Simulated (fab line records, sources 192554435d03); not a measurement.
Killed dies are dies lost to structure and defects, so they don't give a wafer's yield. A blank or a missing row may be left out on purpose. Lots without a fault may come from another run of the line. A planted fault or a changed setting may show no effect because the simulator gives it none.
Which tool did it? | flow n5_finfet | 10 lots, 30 wafers sampled, at 6 steps of a route of 1938

WHAT THE GAUGES READ, wafer by wafer
N5_BEOL_M9_OCD_MEAS_38. Usual: trench_depth_nm 151.8 nm, standard deviation 2.1.
lot  | measured     | on     | trench_depth_nm (nm) | flag
L510 | day 10 10:55 | ocd-02 | 155.4 151.7 152.1    |
L513 | day 11 07:13 | ocd-01 | 150.8 151.0 151.2    |
L514 | day 11 12:02 | ocd-01 | 149.4 154.4 149.4    |
L512 | day 11 12:04 | ocd-01 | 151.8 147.5 153.3    |
L515 | day 11 15:54 | ocd-01 | 151.4 153.4 151.7    |
L523 | day 14 10:55 | ocd-02 | 154.4 153.9 153.3    |
L527 | day 14 17:25 | ocd-02 | 149.9 150.6 153.0    |
L529 | day 15 12:16 | ocd-02 | 148.9 149.5 151.0    |
L530 | day 15 14:13 | ocd-01 | 151.1 152.2 158.2    |
L531 | day 15 22:59 | ocd-02 | 151.6 149.7 156.7    |

N5_BEOL_M9_INSPECT_58: inspects for defects (darkfield). Usual: raw_defect_count 72, standard deviation 23.
lot  | measured     | on                | raw_defect_count | flag
L510 | day 10 13:38 | defect_inspect-01 | 42 48 54         |
L513 | day 11 11:05 | defect_inspect-02 | 101 81 61        |
L514 | day 11 14:52 | defect_inspect-01 | 75 122 124       |
L512 | day 11 16:30 | defect_inspect-02 | 711 750 651      | OFF
L515 | day 11 18:06 | defect_inspect-02 | 666 733 660      | OFF
L523 | day 14 13:19 | defect_inspect-02 | 36 56 63         |
L527 | day 14 21:41 | defect_inspect-01 | 65 57 98         |
L529 | day 15 15:37 | defect_inspect-01 | 47 52 77         |
L530 | day 15 18:08 | defect_inspect-01 | 107 101 57       |
L531 | day 16 04:40 | defect_inspect-01 | 100 91 129       |

N5_BEOL_M10_INSPECT_13: inspects for defects (brightfield). Usual: raw_defect_count 414, standard deviation 81.
lot  | measured     | on                | raw_defect_count | flag
L510 | day 10 18:17 | defect_inspect-01 | 322 550 539      |
L513 | day 11 13:10 | defect_inspect-01 | 470 526 429      |
L514 | day 11 16:55 | defect_inspect-02 | 447 583 623      |
L512 | day 11 18:39 | defect_inspect-01 | 981 1041 938     | OFF
L515 | day 11 20:53 | defect_inspect-02 | 983 1117 1122    | OFF
L523 | day 14 15:26 | defect_inspect-01 | 433 417 518      |
L527 | day 15 00:40 | defect_inspect-01 | 348 426 507      |
L529 | day 15 17:30 | defect_inspect-01 | 281 313 421      |
L530 | day 15 20:34 | defect_inspect-02 | 369 451 357      |
L531 | day 16 07:49 | defect_inspect-01 | 401 358 599      |

WHICH TOOL RAN EACH LOT (tool, then ch and the chambers of the sampled wafers, then the start)
lot  | N5_BEOL_M9_ETCH_41                            | N5_BEOL_M9_SURFACE_TREAT_79  | N5_BEOL_M9_DEP_56
L510 | rie_diel-06 ch 0,2, day 10 10:55 or earlier   | pvd_sputter-02, day 10 12:16 | pecvd-02 ch 0,1, day 10 13:32
L513 | rie_diel-06 ch 0,2, day 11 07:13 or earlier   | pvd_sputter-03, day 11 08:46 | pecvd-01 ch 0,2, day 11 10:59
L514 | rie_diel-06 ch 1,3, day 11 12:02 or earlier   | pvd_sputter-02, day 11 13:20 | pecvd-01 ch 0,1, day 11 14:46
L512 | rie_diel-03 ch 0,1,2, day 11 12:04 or earlier | pvd_sputter-03, day 11 13:25 | pecvd-01 ch 0,1,2, day 11 16:25
L515 | rie_diel-06 ch 2,3, day 11 15:54 or earlier   | pvd_sputter-03, day 11 16:53 | pecvd-01 ch 1,2, day 11 18:00
L523 | rie_diel-06 ch 0,1,3, day 14 10:55 or earlier | pvd_sputter-02, day 14 12:06 | pecvd-03 ch 0,1, day 14 13:12
L527 | rie_diel-03 ch 1,2,3, day 14 17:25 or earlier | pvd_sputter-03, day 14 20:19 | pecvd-03 ch 0,1,2, day 14 21:35
L529 | rie_diel-04 ch 2,3, day 15 12:16 or earlier   | pvd_sputter-01, day 15 13:40 | pecvd-01 ch 0,1, day 15 15:31
L530 | rie_diel-04 ch 0,1,2, day 15 14:13 or earlier | pvd_sputter-01, day 15 16:52 | pecvd-01 ch 0,1,2, day 15 18:02
L531 | rie_diel-04 ch 0,1,3, day 15 22:59 or earlier | pvd_sputter-02, day 16 03:14 | pecvd-01 ch 0,1,2, day 16 04:34
- N5_BEOL_M9_ETCH_41: etches SiCN in CH3F/O2, target depth 36.6 nm, time 70.1 s.
- N5_BEOL_M9_SURFACE_TREAT_79
- N5_BEOL_M9_DEP_56: deposits SiCN from 3MS/NH3, target thk 15 nm, time 26.5 s.

WHAT THE TOOLS THEMSELVES READ (means of the sampled wafers that have a number; where no wafer has one, the mark that the record gives instead)
N5_BEOL_M9_ETCH_41. Usual: CH3F_flow_sccm 29.99 sccm, standard deviation 0.097; drypump_motor_current_A 5.8 A, standard deviation 0.34; oes_product_au 0.81 a.u., standard deviation 0.09; rf_fwd_power_W 391.5 W, standard deviation 1.6; rf_vpp_V 297.5 V, standard deviation 1.3; showerhead_plenum_p_Torr 2.00 Torr, standard deviation 0.047; throttle_valve_pct 16.30 %, standard deviation 0.29.
lot  | tool        | CH3F_flow_sccm (sccm) | drypump_motor_current_A (A) | oes_product_au (a.u.) | rf_fwd_power_W (W) | rf_vpp_V (V) | showerhead_plenum_p_Torr (Torr) | throttle_valve_pct (%) | flag
L510 | rie_diel-06 | 30.03                 | 5.5                         | 0.73                  | 391.1              | 298.4        | 2.04                            | 16.43                  |
L513 | rie_diel-06 | 29.99                 | 5.4                         | 0.77                  | 389.7              | 297.2        | 2.02                            | 16.46                  |
L514 | rie_diel-06 | 29.99                 | 5.9                         | 0.75                  | 390.2              | 297.5        | 1.99                            | 16.53                  |
L512 | rie_diel-03 | 29.96                 | 6.0                         | 0.83                  | 393.1              | 296.4        | 1.99                            | 16.21                  |
L515 | rie_diel-06 | 29.98                 | 5.4                         | 0.83                  | 391.7              | 297.9        | 2.02                            | 16.28                  |
L523 | rie_diel-06 | 29.96                 | 5.8                         | 0.91                  | 390.1              | 297.3        | 2.01                            | 16.11                  |
L527 | rie_diel-03 | 30.08                 | 6.2                         | 0.76                  | 392.3              | 297.7        | 2.03                            | 16.42                  |
L529 | rie_diel-04 | 30.00                 | 5.6                         | 0.76                  | 393.5              | 297.0        | 1.95                            | 16.37                  |
L530 | rie_diel-04 | 30.06                 | 5.8                         | 0.87                  | 391.0              | 296.9        | 1.97                            | 16.27                  |
L531 | rie_diel-04 | 30.04                 | 5.7                         | 0.86                  | 390.3              | 297.1        | 2.00                            | 16.28                  |

N5_BEOL_M9_DEP_56. Usual: rf_fwd_power_W 199.9 W, standard deviation 0.88; showerhead_plenum_p_Torr 3.665 Torr, standard deviation 0.013; throttle_valve_pct 9.0 %, standard deviation 0.5.
lot  | tool     | rf_fwd_power_W (W) | showerhead_plenum_p_Torr (Torr) | throttle_valve_pct (%) | flag
L510 | pecvd-02 | 200.3              | 3.663                           | 9.1                    |
L513 | pecvd-01 | 199.9              | 3.667                           | 9.2                    |
L514 | pecvd-01 | 201.0              | 3.653                           | 9.1                    |
L512 | pecvd-01 | 200.6              | 3.663                           | 9.1                    |
L515 | pecvd-01 | 199.7              | 3.669                           | 8.8                    |
L523 | pecvd-03 | 199.7              | 3.683                           | 8.9                    |
L527 | pecvd-03 | 198.9              | 3.677                           | 8.6                    |
L529 | pecvd-01 | 200.1              | 3.657                           | 9.6                    |
L530 | pecvd-01 | 199.9              | 3.664                           | 9.0                    |
L531 | pecvd-01 | 200.2              | 3.660                           | 9.2                    |

THE ANSWER, worked out from the rows above alone
Rule: a lot is off if the mean of its wafers that have a number lies more than 3 standard deviations from the usual mean. A lot without any number at a reading at which 4 lots or more have one is off too. The other lots that the step has rows for count as sound. The gauges are gone through in route order, then the tools' own readings, and for those a lot's mean is taken as printed above. The first step at which some lot is off is used, and at that step the reading that is off furthest; a lot without a number counts as furthest.
Off: L512, L515, at N5_BEOL_M9_INSPECT_58 (raw_defect_count).
A tool fits if, at a process step before that reading, it ran every lot that is off, and no sound lot after the first of them. The gauges at N5_BEOL_M9_INSPECT_58 are tried like those tools. N5_BEOL_M9_ETCH_41 gives no start for some lots, so the hours and the order of its lots are those of N5_BEOL_M9_OCD_MEAS_38. None of those tried fits.

WHAT THE SIMULATOR HAD PUT IN
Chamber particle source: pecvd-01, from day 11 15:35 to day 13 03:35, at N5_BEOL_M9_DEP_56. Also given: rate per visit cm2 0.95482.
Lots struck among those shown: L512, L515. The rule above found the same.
